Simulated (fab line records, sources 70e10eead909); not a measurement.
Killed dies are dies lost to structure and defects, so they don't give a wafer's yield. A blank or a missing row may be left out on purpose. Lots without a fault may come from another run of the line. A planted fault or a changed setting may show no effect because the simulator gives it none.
Chamber matching | flow nand_harc | NHARC_A_STAIRCASE_TRIM_20 on rie_diel-05: 4 sister chambers
The step chemistry O2, time 211.2 s. 20 wafers are shown with their chamber, then 10 later ones without.

WAFERS WITH THEIR CHAMBER
wafer  | chamber | showerhead_plenum_p_Torr (Torr) | drypump_motor_current_A (A) | rf_vpp_V (V)
L074.1 | 1       | 3.34                            | 5.77                        | 57.6
L074.2 | 0       | 3.36                            | 5.58                        | 56.5
L074.6 | 3       | 3.58                            | 6.07                        | 58.0
L076.1 | 2       | 3.61                            | 6.07                        | 57.2
L076.2 | 0       | 3.35                            | 5.56                        | 57.6
L076.6 | 2       | 3.61                            | 6.06                        | 58.4
L078.1 | 3       | 3.57                            | 6.02                        | 57.1
L078.3 | 2       | 3.60                            | 6.10                        | 58.2
L078.6 | 3       | 3.57                            | 6.04                        | 57.0
L080.1 | 3       | 3.57                            | 6.08                        | 58.1
L080.2 | 0       | 3.35                            | 5.58                        | 57.2
L080.5 | 0       | 3.35                            | 5.57                        | 56.0
L082.3 | 2       | 3.60                            | 6.05                        | 57.5
L082.5 | 2       | 3.60                            | 6.05                        | 56.9
L082.6 | 1       | 3.33                            | 5.77                        | 57.7
L087.1 | 0       | 3.34                            | 5.57                        | 57.1
L087.5 | 2       | 3.59                            | 6.09                        | 58.5
L087.6 | 3       | 3.56                            | 6.04                        | 58.7
L086.1 | 1       | 3.32                            | 5.80                        | 55.9
L086.2 | 0       | 3.34                            | 5.57                        | 56.6

SIGNATURES (means of the wafers above)
reading                  | chamber 0 | chamber 1 | chamber 2 | chamber 3 | scatter within a chamber
showerhead_plenum_p_Torr | 3.3483    | 3.3300    | 3.6017    | 3.5700    | 0.00777
drypump_motor_current_A  | 5.5717    | 5.7800    | 6.0700    | 6.0500    | 0.0185
rf_vpp_V                 | 56.833    | 57.067    | 57.783    | 57.780    | 0.709
Rule: a wafer's distance from a chamber is the root of the sum, over the readings, of the square of ((its reading less the chamber's mean) divided by the reading's scatter). The wafer belongs to the nearest chamber; if the next one is less than 2 further off, it can't be placed. The scatter: the root of (the sum of the squares of (reading less its chamber's mean) over the shown wafers, divided by (wafers less chambers)).

WAFERS WITHOUT THEIR CHAMBER
wafer  | showerhead_plenum_p_Torr (Torr) | drypump_motor_current_A (A) | rf_vpp_V (V)
L086.6 | 3.59                            | 6.08                        | 57.5
L092.1 | 3.55                            | 6.05                        | 57.4
L092.3 | 3.31                            | 5.83                        | 55.9
L092.4 | 3.33                            | 5.57                        | 56.6
L096.1 | 3.54                            | 6.01                        | 57.9
L096.2 | 3.58                            | 6.05                        | 56.6
L096.5 | 3.32                            | 5.56                        | 56.1
L096.3 | 3.32                            | 5.57                        | 57.4
L096.4 | 3.30                            | 5.78                        | 56.7
L096.6 | 3.54                            | 6.07                        | 59.8

WHICH CHAMBER EACH WENT THROUGH
wafer  | from the rows above     | in truth
L086.6 | can't be placed: 2 or 3 | 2
L092.1 | 3                       | 3
L092.3 | 1                       | 1
L092.4 | 0                       | 0
L096.1 | 3                       | 3
L096.2 | can't be placed: 3 or 2 | 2
L096.5 | 0                       | 0
L096.3 | 0                       | 0
L096.4 | 1                       | 1
L096.6 | 3                       | 3
Placed correctly: 8 of 10. Can't be placed from these rows: 2 (the true chamber is among the candidates in 2). Placed wrongly: 0.
